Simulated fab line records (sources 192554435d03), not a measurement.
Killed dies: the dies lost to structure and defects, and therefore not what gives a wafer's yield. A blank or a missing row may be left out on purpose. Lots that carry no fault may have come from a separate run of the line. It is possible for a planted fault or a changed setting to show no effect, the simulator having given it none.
A struck lot beside a sound one / flow n5Finfet / 16 out of 1938 route steps
Sound: these wafers, L179.1, L179.2, L179.4. Struck: wafer L198.1 (left out: L198.3, a lot-mate that was not struck); the cause follows at the end.
For every step that has rows: the tool of each side, followed by ch and its chambers, followed by its first start. Under that, the readings that differ: sound wafers / struck wafers / difference of the means / sigmas: that difference in standard deviations of wafers without a fault.
alike: same words and numbers on both sides, and readings whose means sit less than 2 such deviations apart. not compared: any withheld reading, any reading some wafer has no value for, any bound like >300 that may hide the same value, and any number with overlapping values for which the record gives no deviation.
A row with sigmas, a row that says differs or no value, or rows on one side alone: a step with any of these is where the two part. When numbers do not overlap yet have no deviation, they are printed without sigmas and do not part them. A reading missing from all wafers of one side parts the sides only when that side holds two or more wafers.

first, 4 steps without rows for these wafers: N5_SD_EPI_N_SOFTBAKE_04 (time 60 s); N5_SD_EPI_N_EXPOSE_06 (exposes mask SD N BLK, target cd 120 nm); N5_SD_EPI_N_PEB_07 (peb time 60 s); N5_SD_EPI_N_DEVELOP_08 (develop time 30 s).
N5_SD_EPI_N_CD_MEAS_09: the cd target is 120 nm.
  sound on cdSem-02 ch 0, day 3 00:25; struck on cdSem-03 ch 0, day 7 22:22
  alike: cdNm
N5_SD_EPI_N_OVL_MEAS_10:
  sound on overlay-02 ch 0, day 3 00:26; struck on overlay-02 ch 0, day 7 22:24
  alike: SD_N_BLK_OVL
N5_SD_EPI_N_INSPECT_11: inspects for defects (macro).
  sound on defectInspect-02 at day 3 00:28; struck on defectInspect-01 at day 7 22:25
  alike: rawDefectCount
N5_SD_EPI_N_DESCUM_14: chemistry O2, time 7.9 s.
  sound on rieDiel-06 ch 0,1,2, day 3 00:30; struck on rieDiel-06 ch 0, day 7 23:08
reading=rfHoursCounterH (h); sound=67 154 160; struck=197; difference=+70; sigmas=
  alike: drypumpMotorCurrentA, oesProductAu, rfFwdPowerW, rfVppV, showerheadPlenumPTorr, throttleValvePct
N5_SD_EPI_N_ETCH_34: etches SiARC in CF4, target depth 45.5 nm, time 75.8 s.
  sound on rieDiel-06 ch 0,1,2, day 3 00:32; struck on rieDiel-06 ch 0, day 7 23:10
reading=rfHoursCounterH (h); sound=67 154 160; struck=197; difference=+70; sigmas=
  alike: drypumpMotorCurrentA, etchRfOnTimeS, oesProductAu, rfFwdPowerW, rfVppV, showerheadPlenumPTorr, throttleValvePct
N5_SD_EPI_N_ETCH_35: etches SOC in N2/H2, overetch 108 nm, time 486 s.
  sound on rieDiel-06 ch 0,1,2, day 3 00:35; struck on rieDiel-06 ch 0, day 7 23:14
reading=rfHoursCounterH (h); sound=68 154 160; struck=197; difference=+70; sigmas=
reading=throttleValvePct (%); sound=23.67 24.39 23.60; struck=24.44; difference=+0.55; sigmas=+2
  alike: drypumpMotorCurrentA, oesProductAu, rfFwdPowerW, rfVppV, showerheadPlenumPTorr
then, 1 step without rows for these wafers: N5_SD_EPI_N_STRIP_36 (strips in N2/H2).
N5_SD_EPI_N_ETCHBACK_44: etches SiNx in CH3F/O2, stops on SiO2, target depth 14.5 nm.
  sound on rieDiel-06 ch 0,1,2, day 3 00:55; struck on rieDiel-06 ch 0, day 7 23:33
reading=rfHoursCounterH (h); sound=68 154 160; struck=197; difference=+70; sigmas=
  alike: CH3F_flow_sccm, drypumpMotorCurrentA, oesProductAu, rfFwdPowerW, rfVppV, showerheadPlenumPTorr, throttleValvePct
N5_SD_EPI_N_ETCH_45: etches SiOCN in CH3F/O2, target depth 6 nm.
  sound on rieDiel-06 ch 0,1,2, day 3 01:01; struck on rieDiel-06 ch 0, day 7 23:39
reading=oesProductAu (a.u.); sound=0.83 0.74 0.73; struck=0.63; difference=-0.14; sigmas=-2
reading=rfHoursCounterH (h); sound=68 154 160; struck=197; difference=+70; sigmas=
reading=model.etch.depthNm (nm); sound=5.984 5.965 6.035; struck=5.002; difference=-0.993; sigmas=
  alike: CH3F_flow_sccm, drypumpMotorCurrentA, rfFwdPowerW, rfVppV, showerheadPlenumPTorr, throttleValvePct
N5_SD_EPI_N_ETCH_16: etches SiO2 in CHF3/O2, target depth 5 nm.
  sound on rieDiel-06 ch 0,1,2, day 3 01:07; struck on rieDiel-06 ch 0, day 7 23:45
reading=rfHoursCounterH (h); sound=68 154 160; struck=197; difference=+70; sigmas=
  alike: drypumpMotorCurrentA, oesProductAu, rfFwdPowerW, rfVppV, showerheadPlenumPTorr, throttleValvePct
-- a jump in the record: the struck wafers' starts before and after are 5 days apart (it breaks off in module SD_EPI_N and resumes in module BEOL_M4, where the first step shown is number 1111 of the route) --
N5_BEOL_M4_RC_MEAS_101:
  sound on prober-02 ch 0, day 7 21:18; struck on prober-02 ch 0, day 12 16:51
  alike: DIBL_N, DIBL_P, IOFF_N, IOFF_P, ION_N, ION_P, SS_N, SS_P, VT_N, VT_P
after that, 1 step had no rows for these wafers: N5_PASSIVATION_PROBE_49.

## WHERE THEY PART
Earliest at N5_SD_EPI_N_ETCH_35; latest, in this record, at N5_SD_EPI_N_ETCH_45. Later steps at which nothing parts them and some readings are alike: N5_SD_EPI_N_ETCH_16, N5_BEOL_M4_RC_MEAS_101.

WHY: what the simulator had put in
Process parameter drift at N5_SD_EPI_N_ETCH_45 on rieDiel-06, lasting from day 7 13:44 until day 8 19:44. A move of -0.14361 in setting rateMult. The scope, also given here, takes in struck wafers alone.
